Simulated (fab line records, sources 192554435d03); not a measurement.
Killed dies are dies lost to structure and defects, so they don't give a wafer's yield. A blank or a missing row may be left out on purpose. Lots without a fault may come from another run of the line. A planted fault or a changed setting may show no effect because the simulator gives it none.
Split-lot experiment | flow n5_finfet | 7 lots, 21 wafers read, on a route of 1938 steps

THE SPLIT
At N5_BEOL_M1_ETCH_70 (etches SOC in N2/H2, target depth 80 nm, overetch 16 nm, time 120 s), the setting bias_w was moved away from the recipe's 150 W on 7 of the 21 wafers read, by -6.3% to +10.1%. The other wafers ran this setting at the recipe's value.

The reading is taken at the split's own step.

THE READING
rf_vpp_V, in V, at N5_BEOL_M1_ETCH_70 (etches SOC in N2/H2, target depth 80 nm, overetch 16 nm, time 120 s). Fault-free wafers of this fab line usually give 524.6 V, standard deviation 3 V.

wafer  | tool, chamber at the split | bias_w as run, W | against the recipe | rf_vpp_V, V | against lot-mates on the recipe
L076.1 | rie_diel-03, 0             | 150              | recipe             | 520.4       | -
L076.2 | rie_diel-03, 1             | 158.9            | +5.9%              | 548.1       | +27.7
L076.5 | rie_diel-03, 1             | 158.9            | +5.9%              | 547.4       | +27.0
L077.4 | rie_diel-01, 2             | 142.3            | -5.1%              | 504.4       | -24.7
L077.5 | rie_diel-01, 3             | 142.3            | -5.1%              | 503.6       | -25.5
L077.6 | rie_diel-01, 0             | 150              | recipe             | 529.1       | -
L082.1 | rie_diel-01, 3             | 140.6            | -6.3%              | 501.3       | -24.1
L082.2 | rie_diel-01, 1             | 150              | recipe             | 526.2       | -
L082.5 | rie_diel-01, 1             | 150              | recipe             | 524.5       | -
L084.2 | rie_diel-03, 2             | 150              | recipe             | 522.6       | -
L084.5 | rie_diel-03, 1             | 150              | recipe             | 526.4       | -
L084.6 | rie_diel-03, 2             | 150              | recipe             | 521.6       | -
L089.1 | rie_diel-04, 1             | 150              | recipe             | 525.0       | -
L089.4 | rie_diel-04, 2             | 150              | recipe             | 522.5       | -
L089.6 | rie_diel-04, 3             | 150              | recipe             | 518.7       | -
L093.2 | rie_diel-01, 2             | 165.1            | +10.1%             | 555.3       | +26.6
L093.4 | rie_diel-01, 3             | 165.1            | +10.1%             | 552.9       | +24.2
L093.5 | rie_diel-01, 0             | 150              | recipe             | 528.7       | -
L094.1 | rie_diel-03, 3             | 150              | recipe             | 528.1       | -
L094.2 | rie_diel-03, 2             | 150              | recipe             | 524.5       | -
L094.4 | rie_diel-03, 0             | 150              | recipe             | 519.5       | -

THE FIT
A straight line over all 21 wafers: rf_vpp_V changes by +3.4 V for each +1% of bias_w; r = +0.97; the points scatter about the line by 3.4 V.
The same after taking each lot's own level away (the mean of its wafers on the recipe; 21 wafers): +3.45 V for each +1%; r = +0.95; scatter 4.8 V.
On that fit, the largest move of bias_w shifts the reading by 35 V.
The lots' own levels span 520.40 to 529.10 V, that is 2.9 times the standard deviation above.
So the lot-to-lot level changes the slope little: the two slopes agree.
Check: with one of the wafers moved furthest among these (+10.1%) left out of the fit, the line predicts +36.7 V for it against its lot-mates. It came out at +26.6 V against them.
Tool readings at the split's step, against how far the setting was moved: rf_vpp_V r = +0.97.

OTHER SPLITS ON THESE WAFERS
These wafers also went through other splits before the reading. Each is held against what the fit with the lots' levels taken away leaves over:
other split on the same wafers         | wafers away from the commonest value | r with rf_vpp_V (lot level and that fit taken away)
N5_GATE_CUT_EXPOSE_10 dose_mj          | 8                                    | -0.34
N5_MOL_CONTACT_COAG_ALD_27 ald_cycles  | 7                                    | -0.05
N5_MOL_CONTACT_COAG_ALD_133 ald_cycles | 5                                    | -0.19
N5_BEOL_M0_SAQP_SPACER1_ALD_98 temp_c  | 6                                    | -0.11
N5_BEOL_M0_SAQP_ETCH_107 source_w      | 5                                    | +0.05
N5_BEOL_M1_EXPOSE_25 dose_mj           | 9                                    | +0.32

THE WHOLE CHAIN: every reading that the file lists as answering this split, in the file's order
step               | what it does                                                        | reading                                                                          | change (the file's fit)                | r (the file's)
N5_BEOL_M1_ETCH_70 | etches SOC in N2/H2, target depth 80 nm, overetch 16 nm, time 120 s | rf_vpp_V                                                                         | +3.45 V for each +1% of the setting    | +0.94
N5_BEOL_M1_ETCH_70 | etches SOC in N2/H2, target depth 80 nm, overetch 16 nm, time 120 s | SiARC_of_BEOL_M1_COAT_68.thk_nm (the simulator's own value, which no gauge read) | -0.0766 nm for each +1% of the setting | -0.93

THE FILE'S OWN FIT
rf_vpp_V changes by +3.45 V for each +1% of bias_w, r = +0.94.
